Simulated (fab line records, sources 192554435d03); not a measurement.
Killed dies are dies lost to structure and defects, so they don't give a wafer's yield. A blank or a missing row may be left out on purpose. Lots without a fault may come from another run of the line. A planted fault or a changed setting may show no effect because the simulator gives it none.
fab line records | flow n5_finfet
record lots=10 wafers=30 last_day=18
route steps=1938 shown BEOL_M4@1111 MIM_TOP@1834 TV_LITHO@1884 PASSIVATION@1915
lots that met no fault: from a run of the same line without faults
start_h: hours from the record's first day to the start of the lot's first wafer shown | wait_h: hours since the lot's step before | " the same as in the row above | L1.1+2: a row that stands for several wafers | - no value, or no start given | * or withheld: withheld | < > ~ a bound
route shown NAME@n: a module of which the file shows steps, and the number in the route of the first | usual: mean/standard deviation of fault-free wafers | same: alike in all rows | chamber/n: place in a boat | sites: the reading at each site | _std_site: their standard deviation | _edge_site: outer sites' mean less inner sites' | radius_mm: how far each site lies from the wafer's centre | mask NAME#n: copy n | behind: the tool/chamber that last shaped the wafer | hold: why the lot was held/for how many hours/how that ended | device: the transistor (n, p or np) that didn't switch | end of line: the same wafers' tests at the end of the route | a step without rows: its recipe alone | killed: dies lost to structure and defects at the first sort, not the wafer's yield | map: a wafer's dies, x killed, . not, _ none there
set.NAME: the setting as run; set.NAME@STEP: as run at that earlier step | model.NAME: the simulator's own value behind a step, which no gauge read
steps of the route over a sample of lots; a table a step, a row a wafer
services: from which hour (start_h, from the record's first day; less than 0 if before it) a tool's chamber was out of use, for how many hours, and why
## steps
# step N5_BEOL_M4_RC_MEAS_101
# usual DIBL_N=37.2/2.5 DIBL_P=38/3 IOFF_N=0.17/0.044 IOFF_P=0.24/0.059 ION_N=667/13 ION_P=461/7.9 SS_N=71.8/0.86 SS_P=73.6/0.92 VT_N=250/4.1 VT_P=-249/3.9
# columns lot.wafer tool chamber start_h wait_h DIBL_N[mV/V] DIBL_P[mV/V] IOFF_N[nA/um] IOFF_P[nA/um] ION_N[uA/um] ION_P[uA/um] SS_N[mV/dec] SS_P[mV/dec] VT_N[mV] VT_P[mV]
L992.1 prober-01 0 175.16 0.0 39.1 38 0.18 0.21 668 455 71.8 73.7 252 -252
L992.4 " 0 " " 36.4 37 0.15 0.22 665 457 71.4 73.9 250 -252
L992.6 " 0 " " 34.9 35 0.12 0.18 660 452 71.3 73.1 252 -254
L994.1 prober-01 0 203.19 0.0 36.7 39 0.18 0.24 673 467 71.5 73.7 248 -250
L994.3 " 0 " " 39.3 41 0.23 0.29 680 466 72.2 74.8 244 -248
L994.6 " 0 " " 37.2 39 0.17 0.25 668 456 72.2 74.6 247 -250
L999.1 prober-02 0 207.55 0.0 37.6 37 0.18 0.23 676 461 71.5 73.5 248 -251
L999.2 " 0 " " 36.2 36 0.15 0.22 660 458 71.5 73.6 253 -250
L999.4 " 0 " " 38.3 38 0.20 0.26 675 473 71.7 73.7 246 -249
L101.1 prober-02 0 222.51 0.0 38.5 41 0.19 0.27 672 464 72.4 74.5 252 -248
L101.5 " 0 " " 37.0 38 0.17 0.23 666 463 71.6 73.1 249 -248
L101.6 " 0 " " 39.3 41 0.20 0.28 677 466 72.4 74.2 250 -246
L102.3 prober-01 0 233.36 0.3 38.9 40 0.23 0.27 681 462 73.0 74.5 246 -250
L102.4 " 0 " " 35.6 37 0.16 0.22 665 454 72.6 73.7 251 -251
L102.6 " 0 " " 34.8 35 0.14 0.18 657 449 71.6 72.8 254 -253
L104.1 prober-01 0 253.24 0.0 43.1 43 0.26 0.44 691 484 73.7 75.0 245 -238
L104.3 " 0 " " 33.8 32 0.10 0.21 654 476 71.2 71.1 260 -247
L104.6 " 0 " " 40.1 40 0.21 0.39 676 478 72.3 74.7 246 -237
L109.2 prober-02 0 271.98 0.2 36.0 34 0.14 0.21 646 446 71.9 72.9 254 -249
L109.3 " 0 " " 38.4 38 0.18 0.24 669 458 72.1 73.4 249 -248
L109.5 " 0 " " 37.2 37 0.15 0.22 658 456 72.5 73.3 254 -251
L112.2 prober-01 0 290.89 0.2 37.1 36 0.14 0.22 651 452 71.5 73.0 254 -248
L112.3 " 0 " " 35.6 36 0.14 0.22 666 464 71.0 73.4 250 -249
L112.6 " 0 " " 39.0 39 0.18 0.28 665 464 72.2 74.2 249 -247
L115.2 prober-02 0 314.24 0.2 32.1 33 0.11 0.15 655 449 70.3 71.7 254 -254
L115.3 " 0 " " 32.5 32 0.11 0.15 664 453 70.4 72.1 255 -256
L115.6 " 0 " " 34.2 36 0.14 0.19 672 465 70.5 72.6 252 -251
L114.4 prober-01 0 315.86 0.5 39.9 38 0.18 0.24 658 458 72.5 72.9 251 -249
L114.5 " 0 " " 39.3 38 0.16 0.25 663 462 72.0 73.2 253 -246
L114.6 " 0 " " 35.9 33 0.12 0.19 657 451 71.3 71.8 257 -251
# step N5_MIM_TOP_ALD_00
# recipe material=Al2O3 target_thk_a=* temp_c=withheld ald_precursor_family=TMA ald_co_reactant=O3 pulse_time_s=withheld purge_time_s=3 co_reactant_purge_time_s=withheld co_reactant_pulse_time_s=3 ald_cycles=withheld
# usual precursor_pulse_height_rel=1.001/0.019
# columns lot.wafer tool chamber start_h wait_h precursor_pulse_height_rel
L992.1 ald_hk-01 2 271.92 0.1 0.998
L992.4 " 3 " " 0.995
L992.6 " 3 " " 1.009
L994.1 ald_hk-03 0 297.11 0.1 1.023
L994.3 " 1 " " 1.006
L994.6 " 2 " " 0.968
L999.1 ald_hk-03 3 308.99 0.1 0.991
L999.2 " 1 " " 0.996
L999.4 " 0 " " 1.001
L101.1 ald_hk-01 3 321.54 0.1 1.024
L101.5 " 3 " " 1.040
L101.6 " 0 " " 0.992
L102.3 ald_hk-01 2 325.81 0.1 0.971
L102.4 " 0 " " 1.012
L102.6 " 3 " " 0.993
L104.1 ald_hk-03 3 338.04 0.1 1.014
L104.3 " 2 " " 1.019
L104.6 " 1 " " 0.987
L109.2 ald_hk-01 1 367.37 0.1 1.004
L109.3 " 0 " " 1.000
L109.5 " 0 " " 1.029
L112.2 ald_hk-03 2 383.48 0.1 1.002
L112.3 " 0 " " 0.943
L112.6 " 3 " " 1.012
L115.2 ald_hk-02 0 410.49 0.1 0.983
L115.3 " 1 " " 1.011
L115.6 " 0 " " 0.978
L114.4 ald_hk-03 1 420.00 0.1 1.037
L114.5 " 3 " " 1.029
L114.6 " 2 " " 0.998
# step N5_MIM_TOP_ALD_01
# recipe material=HfO2 target_thk_a=56 temp_c=withheld ald_precursor_family=Hf-amide ald_co_reactant=O3 pulse_time_s=1 purge_time_s=3 co_reactant_purge_time_s=2 co_reactant_pulse_time_s=3 ald_cycles=62
# usual precursor_pulse_height_rel=0.999/0.02
# columns lot.wafer tool chamber start_h wait_h precursor_pulse_height_rel
L992.1 ald_hk-01 2 - - 0.978
L992.4 " 3 " " 1.005
L992.6 " 3 " " 1.018
L994.1 ald_hk-03 0 - - 0.970
L994.3 " 1 " " 0.995
L994.6 " 2 " " 0.989
L999.1 ald_hk-03 3 - - 1.006
L999.2 " 1 " " 1.048
L999.4 " 0 " " 0.997
L101.1 ald_hk-01 3 - - 1.025
L101.5 " 3 " " 0.972
L101.6 " 0 " " 0.992
L102.3 ald_hk-01 2 - - 0.992
L102.4 " 0 " " 0.991
L102.6 " 3 " " 1.029
L104.1 ald_hk-03 3 - - 0.994
L104.3 " 2 " " 1.008
L104.6 " 1 " " 1.013
L109.2 ald_hk-01 1 - - 0.993
L109.3 " 0 " " 1.001
L109.5 " 0 " " 0.996
L112.2 ald_hk-03 2 - - 0.963
L112.3 " 0 " " 0.983
L112.6 " 3 " " 1.005
L115.2 ald_hk-02 0 - - 1.005
L115.3 " 1 " " 1.007
L115.6 " 0 " " 0.977
L114.4 ald_hk-03 1 - - 0.985
L114.5 " 3 " " 1.020
L114.6 " 2 " " 1.036
# step N5_PASSIVATION_OVL_MEAS_60
# recipe points_per_wafer=44
# usual TV_OVL=-2/5.7
# same points_per_wafer=44
# columns lot.wafer tool chamber start_h wait_h TV_OVL[nm]
L992.1 overlay-01 0 275.95 0.0 -6
L992.4 " 0 " " -9
L992.6 " 0 " " -4
L994.1 overlay-01 0 302.38 0.0 2
L994.3 " 0 " " -7
L994.6 " 0 " " -3
L999.1 overlay-02 0 314.73 0.0 -2
L999.2 " 0 " " 1
L999.4 " 0 " " -1
L101.1 overlay-02 0 329.26 0.0 -5
L101.5 " 0 " " 0
L101.6 " 0 " " 7
L102.3 overlay-01 0 329.34 0.0 -2
L102.4 " 0 " " 0
L102.6 " 0 " " -1
L104.1 overlay-01 0 345.14 0.0 0
L104.3 " 0 " " -1
L104.6 " 0 " " -7
L109.2 overlay-02 0 371.78 0.0 -3
L109.3 " 0 " " -3
L109.5 " 0 " " -3
L112.2 overlay-02 0 389.47 0.0 -2
L112.3 " 0 " " 2
L112.6 " 0 " " 1
L115.2 overlay-01 0 414.27 0.0 -6
L115.3 " 0 " " -9
L115.6 " 0 " " -10
L114.4 overlay-01 0 424.25 0.0 0
L114.5 " 0 " " 6
L114.6 " 0 " " -1
# step N5_PASSIVATION_PECVD_53
# recipe material=SiO2 target_thk_a=8000 temp_c=400 precursor=TEOS/O2 pressure_torr=6.5 rf_w=withheld teos_flow_sccm=withheld gas=O2 flow_sccm=2650 time_s=169.4
# usual run_length_s=197.3/0.66
# columns lot.wafer tool chamber start_h wait_h run_length_s
L992.1 pecvd-02 1 279.10 0.0 197.3
L992.4 " 1 " " 197.5
L992.6 " 0 " " 196.2
L994.1 pecvd-03 1 305.25 0.0 197.5
L994.3 " 0 " " 197.1
L994.6 " 0 " " 197.2
L999.1 pecvd-03 0 318.93 0.0 197.6
L999.2 " 2 " " 197.3
L999.4 " 0 " " 197.3
L101.1 pecvd-04 1 332.44 0.0 197.0
L101.5 " 0 " " 198.5
L101.6 " 1 " " 197.3
L102.3 pecvd-04 0 336.34 0.0 198.2
L102.4 " 1 " " 197.6
L102.6 " 2 " " 196.9
L104.1 pecvd-04 1 349.20 0.0 320.2
L104.3 " 0 " " 322.1
L104.6 " 1 " " 197.3
L109.2 pecvd-04 1 374.54 0.0 197.1
L109.3 " 0 " " 321.8
L109.5 " 0 " " 322.0
L112.2 pecvd-03 2 392.69 0.0 197.3
L112.3 " 0 " " 197.3
L112.6 " 2 " " 197.3
L115.2 pecvd-02 2 418.18 0.0 197.7
L115.3 " 1 " " 197.0
L115.6 " 1 " " 197.2
L114.4 pecvd-02 0 428.70 0.1 196.0
L114.5 " 1 " " 197.0
L114.6 " 2 " " 197.5
# step N5_PASSIVATION_PROBE_49
# usual defect_limited_yield=91.5/1.4 killed_at_M0_to_M3=32/11 killed_at_M4_up=12/4.4 killed_at_contacts=13/6.1 killed_at_front_end=39/12 killed_at_other=3.9/3 killed_dies=100/17 killed_on_rim=13/3.9 killed_open=66/12 killed_short=33/7.4 sort_bin_4_leakage=0.03/0.14 sort_bin_5_function=5.0/0.95 sort_bin_6_memory=3.2/0.66 sort_n_pass=1079/17 sort_yield_pct=91.4/1.5
# same gross_dies=1180 killed_at_back_side=0 sort_bin_8_speed[%]=0
# columns lot.wafer tool chamber start_h wait_h defect_limited_yield[%] killed_at_M0_to_M3 killed_at_M4_up killed_at_contacts killed_at_front_end killed_at_other killed_dies killed_on_rim killed_open killed_short sort_bin_4_leakage[%] sort_bin_5_function[%] sort_bin_6_memory[%] sort_n_pass sort_yield_pct[%]
L994.1 prober-01 - 308.97 0.0 92.4 31 21 4 30 4 90 11 60 30 0 4.7 2.8 1090 92.4
L994.3 prober-01 - 309.07 0.1 91.3 26 12 14 44 7 103 10 67 33 0 5.0 3.6 1077 91.3
L994.6 prober-01 - 309.22 0.3 92.0 28 17 16 33 0 94 12 67 27 0 4.5 2.8 1086 92.0
L999.1 prober-01 - 322.64 0.0 92.2 31 5 13 39 4 92 8 55 35 0 4.7 2.9 1088 92.2
L999.2 prober-01 - 322.69 0.1 91.4 33 3 7 58 1 102 13 69 33 0 4.6 3.7 1078 91.4
L999.4 prober-01 - 322.79 0.2 91.7 51 5 18 19 5 98 16 62 36 0 4.9 3.1 1082 91.7
L101.1 prober-02 - 336.35 0.0 93.0 39 10 9 24 1 83 10 58 25 0 4.6 2.2 1097 93.0
L101.5 prober-02 - 336.55 0.2 92.5 26 16 2 38 6 88 11 60 27 0 4.2 3.1 1092 92.5
L101.6 prober-02 - 336.60 0.3 94.5 23 13 3 23 3 65 5 43 22 0 3.3 1.8 1115 94.5
L102.3 prober-02 - 340.28 0.1 93.3 25 9 11 32 2 79 6 45 30 0 3.3 3.1 1101 93.3
L102.4 prober-02 - 340.33 0.2 93.2 17 17 17 28 1 80 14 59 20 0 3.6 3.1 1100 93.2
L102.6 prober-02 - 340.43 0.3 94.3 24 14 3 24 2 67 7 45 22 0 2.5 3.1 1113 94.3
L104.1 prober-02 - 353.61 0.0 0 38 8 14 58 1062 1180 152 86 39 0 95.2 4.7 0 0
L104.3 prober-02 - 353.71 0.1 0 34 8 7 49 1082 1180 152 72 28 0 96.9 2.8 0 0
L104.6 prober-02 - 353.86 0.3 90.0 31 18 11 47 11 118 18 70 44 0.25 6.9 2.7 1059 89.7
L109.2 prober-02 - 378.28 0.1 92.5 33 7 13 34 2 89 16 57 31 0 4.5 2.7 1091 92.5
L109.3 prober-02 - 378.33 0.1 0 31 13 8 39 1089 1180 152 62 36 0 96.1 3.7 0 0
L109.5 prober-02 - 378.43 0.2 0 26 8 4 28 1114 1180 152 40 30 0 97.7 2.2 0 0
L115.2 prober-02 - 422.30 0.1 91.9 21 9 17 40 8 95 15 68 22 0 4.2 3.6 1085 91.9
L115.3 prober-02 - 422.35 0.1 89.9 35 10 12 52 10 119 17 74 44 0 6.5 3.3 1061 89.9
L115.6 prober-02 - 422.50 0.3 91.9 19 14 12 36 15 96 13 62 32 0 5.0 3.1 1084 91.9
L114.4 prober-01 - 432.62 0.2 90.7 28 8 14 51 9 110 9 76 29 0 4.7 3.6 1070 90.7
L114.5 prober-01 - 432.67 0.2 90.3 39 13 10 47 5 114 13 72 42 0 5.7 3.4 1066 90.3
L114.6 prober-01 - 432.72 0.3 89.6 35 5 22 54 7 123 12 84 39 0 5.9 4.2 1057 89.6
# killed by level:class
L994.1 BEOL_M4:geometric_particle:open=10 BEOL_M2:geometric_particle:open=9 GATE_CUT:geometric_particle:short=8 BEOL_M0_SAQP:geometric_particle:short=6 FIN_SAQP:geometric_particle:open=5 BEOL_M1:geometric_particle:open=5 ILD0:geometric_particle:short=4 BEOL_M0_SAQP:geometric_particle:open=4
L994.3 STI_FIN_REVEAL:geometric_particle:open=11 MOL_CONTACT_COAG:geometric_particle:open=11 BEOL_M1:geometric_particle:open=8 BEOL_M2:geometric_particle:open=7 FIN_SAQP:geometric_particle:short=5 DUMMY_GATE:geometric_particle:open=5 BEOL_M1:geometric_particle:short=5 ILD0:geometric_particle:open=4
L994.6 MOL_CONTACT_COAG:geometric_particle:open=13 BEOL_M1:geometric_particle:open=11 FIN_SAQP:geometric_particle:short=9 BEOL_M4:geometric_particle:open=6 FIN_SAQP:geometric_particle:open=5 STI_FIN_REVEAL:geometric_particle:open=5 BEOL_M0_SAQP:geometric_particle:open=5 BEOL_M2:geometric_particle:open=5
L999.1 MOL_CONTACT_COAG:geometric_particle:open=11 BEOL_M0_SAQP:geometric_particle:short=8 STI_FIN_REVEAL:geometric_particle:open=6 DUMMY_GATE:geometric_particle:open=6 GATE_CUT:geometric_particle:short=6 BEOL_M0:geometric_particle:open=5 STARTING-WAFER:geometric_particle:open=5 GATE_CUT:geometric_particle:open=4
L999.2 STI_FIN_REVEAL:geometric_particle:open=18 FIN_SAQP:geometric_particle:open=13 BEOL_M0_SAQP:geometric_particle:open=12 BEOL_M0_SAQP:geometric_particle:short=11 FIN_SAQP:geometric_particle:short=9 MOL_CONTACT_COAG:geometric_particle:open=6 BEOL_M3:geometric_particle:open=5 GATE_CUT:geometric_particle:short=4
L999.4 MOL_CONTACT_COAG:geometric_particle:open=14 BEOL_M0_SAQP:geometric_particle:open=11 BEOL_M0_SAQP:geometric_particle:short=11 BEOL_M3:geometric_particle:open=10 BEOL_M1:geometric_particle:open=6 BEOL_M3:geometric_particle:short=5 MOL_CONTACT_COAG:geometric_particle:short=4 FIN_SAQP:geometric_particle:short=3
L101.1 BEOL_M3:geometric_particle:open=10 MOL_CONTACT_COAG:geometric_particle:open=6 BEOL_M0:geometric_particle:short=6 STI_FIN_REVEAL:geometric_particle:open=5 BEOL_M1:geometric_particle:open=5 FIN_SAQP:geometric_particle:open=4 DUMMY_GATE:geometric_particle:open=4 BEOL_M0_SAQP:geometric_particle:short=4
L101.5 STI_FIN_REVEAL:geometric_particle:open=14 BEOL_M0_SAQP:geometric_particle:open=6 DUMMY_GATE:geometric_particle:open=5 GATE_CUT:geometric_particle:short=5 BEOL_M0_SAQP:geometric_particle:short=5 STARTING-WAFER:geometric_particle:open=5 BEOL_M4:geometric_particle:open=4 BEOL_M3:geometric_particle:open=4
L101.6 BEOL_M3:geometric_particle:open=8 BEOL_M0_SAQP:geometric_particle:open=5 STI_FIN_REVEAL:geometric_particle:open=4 BEOL_M0:geometric_particle:short=4 FIN_SAQP:geometric_particle:open=3 FIN_SAQP:geometric_particle:short=3 MOL_CONTACT_COAG:geometric_particle:open=3 BEOL_M2:geometric_particle:short=3
L102.3 MOL_CONTACT_COAG:geometric_particle:open=10 FIN_SAQP:geometric_particle:short=6 BEOL_M1:geometric_particle:open=6 FIN_SAQP:geometric_particle:open=4 BEOL_M2:geometric_particle:open=4 STI_FIN_REVEAL:geometric_particle:open=3 GATE_CUT:geometric_particle:short=3 BEOL_M0_SAQP:geometric_particle:short=3
L102.4 MOL_CONTACT_COAG:geometric_particle:open=14 BEOL_M4:geometric_particle:open=12 FIN_SAQP:geometric_particle:short=6 BEOL_M0_SAQP:geometric_particle:short=6 FIN_SAQP:geometric_particle:open=5 DUMMY_GATE:geometric_particle:open=5 BEOL_M0_SAQP:geometric_particle:open=5 ILD0:geometric_particle:open=3
L102.6 BEOL_M0_SAQP:geometric_particle:short=8 BEOL_M0_SAQP:geometric_particle:open=8 FIN_SAQP:geometric_particle:open=7 BEOL_M5:geometric_particle:open=5 STI_FIN_REVEAL:geometric_particle:open=4 BEOL_M4:geometric_particle:open=4 ILD0:geometric_particle:short=3 MOL_CONTACT_COAG:geometric_particle:open=3
L104.1 PASSIVATION:area_pecvd=1055 STI_FIN_REVEAL:geometric_particle:open=15 FIN_SAQP:geometric_particle:open=13 FIN_SAQP:geometric_particle:short=12 MOL_CONTACT_COAG:geometric_particle:open=12 BEOL_M0_SAQP:geometric_particle:open=11 BEOL_M0_SAQP:geometric_particle:short=9 BEOL_M1:geometric_particle:open=8
L104.3 PASSIVATION:area_pecvd=1078 STI_FIN_REVEAL:geometric_particle:open=18 BEOL_M3:geometric_particle:open=10 DUMMY_GATE:geometric_particle:open=9 BEOL_M1:geometric_particle:open=6 FIN_SAQP:geometric_particle:short=5 MOL_CONTACT_COAG:geometric_particle:open=5 BEOL_M0_SAQP:geometric_particle:short=5
L104.6 STI_FIN_REVEAL:geometric_particle:open=19 MOL_CONTACT_COAG:geometric_particle:open=9 FIN_SAQP:geometric_particle:short=8 BEOL_M0_SAQP:geometric_particle:open=8 BEOL_M0_SAQP:geometric_particle:short=7 BEOL_M1:geometric_particle:open=6 BEOL_M1:geometric_particle:short=5 BEOL_M4:geometric_particle:open=5
L109.2 STI_FIN_REVEAL:geometric_particle:open=12 BEOL_M2:geometric_particle:open=9 MOL_CONTACT_COAG:geometric_particle:open=8 FIN_SAQP:geometric_particle:short=6 MOL_CONTACT_COAG:geometric_particle:short=4 BEOL_M0_SAQP:geometric_particle:short=4 BEOL_M0_SAQP:geometric_particle:open=4 BEOL_M1:geometric_particle:open=4
L109.3 PASSIVATION:area_pecvd=1081 FIN_SAQP:geometric_particle:open=10 BEOL_M0_SAQP:geometric_particle:open=10 BEOL_M4:geometric_particle:open=8 GATE_CUT:geometric_particle:short=7 MOL_CONTACT_COAG:geometric_particle:open=7 BEOL_M0_SAQP:geometric_particle:short=7 FIN_SAQP:geometric_particle:short=5
L109.5 PASSIVATION:area_pecvd=1110 FIN_SAQP:geometric_particle:short=6 BEOL_M3:geometric_particle:open=5 STARTING-WAFER:geometric_particle:short=5 FIN_SAQP:geometric_particle:open=4 BEOL_M0_SAQP:geometric_particle:short=4 BEOL_M2:geometric_particle:open=4 BEOL_M4:geometric_particle:open=4
L115.2 MOL_CONTACT_COAG:geometric_particle:open=14 FIN_SAQP:geometric_particle:open=10 DUMMY_GATE:geometric_particle:open=7 GATE_CUT:geometric_particle:open=6 BEOL_M1:geometric_particle:open=4 GATE_CUT:geometric_particle:short=4 BEOL_M2:geometric_particle:open=4 BEOL_M3:geometric_particle:open=4
L115.3 BEOL_M2:geometric_particle:open=9 DUMMY_GATE:geometric_particle:open=9 GATE_CUT:geometric_particle:open=9 GATE_CUT:geometric_particle:short=9 FIN_SAQP:geometric_particle:open=8 MOL_CONTACT_COAG:geometric_particle:open=8 BEOL_M0_SAQP:geometric_particle:short=8 FIN_SAQP:geometric_particle:short=6
L115.6 MOL_CONTACT_COAG:geometric_particle:open=8 PASS1_CAP:geometric_particle:short=7 DUMMY_GATE:geometric_particle:open=6 GATE_CUT:geometric_particle:open=6 BEOL_M2:geometric_particle:open=5 BEOL_M4:geometric_particle:open=4 GATE_CUT:geometric_particle:short=4 MOL_CONTACT_COAG:geometric_particle:short=4
L114.4 FIN_SAQP:geometric_particle:open=19 MOL_CONTACT_COAG:geometric_particle:open=11 BEOL_M0:geometric_particle:open=6 BEOL_M0_SAQP:geometric_particle:short=5 BEOL_M0_SAQP:geometric_particle:open=5 HKMG_FIN:area_etch=5 FIN_SAQP:geometric_particle:short=4 DUMMY_GATE:geometric_particle:open=4
L114.5 FIN_SAQP:geometric_particle:open=11 BEOL_M0_SAQP:geometric_particle:open=11 BEOL_M3:geometric_particle:open=9 GATE_CUT:geometric_particle:short=8 BEOL_M0_SAQP:geometric_particle:short=8 BEOL_M4:geometric_particle:open=8 MOL_CONTACT_COAG:geometric_particle:open=6 BEOL_M1:geometric_particle:open=6
L114.6 MOL_CONTACT_COAG:geometric_particle:open=16 BEOL_M2:geometric_particle:open=9 FIN_SAQP:geometric_particle:open=8 STI_FIN_REVEAL:geometric_particle:open=7 BEOL_M3:geometric_particle:open=7 MOL_CONTACT_COAG:geometric_particle:short=6 FIN_SAQP:geometric_particle:short=5 DUMMY_GATE:geometric_particle:open=5
## services
# columns tool chamber start_h hours kind
pecvd-02 0 256.45 2.1 scheduled_down
ald_hk-01 - 263.16 8.7 pm
pecvd-02 - 266.68 5.9 repair
ald_hk-03 - 275.26 0.7 repair
pecvd-03 2 281.80 4.3 repair
ald_hk-01 - 282.93 28.1 pm
ald_hk-02 - 292.04 6.0 pm
pecvd-03 - 307.84 0.5 repair
pecvd-03 0 320.29 13.8 repair
ald_hk-02 - 320.51 0.8 repair
ald_hk-02 - 327.30 2.8 pm
pecvd-04 2 331.10 2.1 scheduled_down
ald_hk-01 - 331.19 1.1 repair
pecvd-02 - 332.83 0.4 repair
pecvd-03 2 337.13 2.1 scheduled_down
ald_hk-01 - 342.01 2.8 pm
pecvd-03 0 358.98 5.5 scheduled_down
pecvd-03 2 377.01 8.5 repair
pecvd-02 1 381.66 5.5 scheduled_down
ald_hk-02 - 386.39 0.8 repair
pecvd-02 - 387.42 0.9 repair
pecvd-02 2 393.78 5.5 scheduled_down
## key
first_sign step=N5_PASSIVATION_PECVD_53 reading=run_length_s direction=up sigmas=99+ usual=* struck=*
effect step=N5_PASSIVATION_PROBE_49 reading=killed_at_other direction=up sigmas=99+ usual=3.9 struck=1086.8
more_kills_born_at N5_PASSIVATION_PECVD_53@pecvd-04=4324
met_at N5_PASSIVATION_PECVD_53
struck_lots L104,L109
struck_wafers L104.1,L104.3,L109.3,L109.5
later_rows_left_out L104.1,L104.3,L109.3,L109.5
not_acting_at N5_MIM_TOP_ALD_00,N5_MIM_TOP_ALD_01,N5_PASSIVATION_OVL_MEAS_60
onset_between 336.34 349.20
fault kind=process_parameter_drift tool=pecvd-04 chamber=- onset_h=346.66 steps=N5_PASSIVATION_PECVD_53 channel=time_s offset=* shape=step end_h=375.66 scope=struck_wafers_only acts_in=* stated=*
# later_rows_left_out: the simulator's readings of these wafers behind a module that went badly wrong aren't trusted and aren't shown, but for the sort
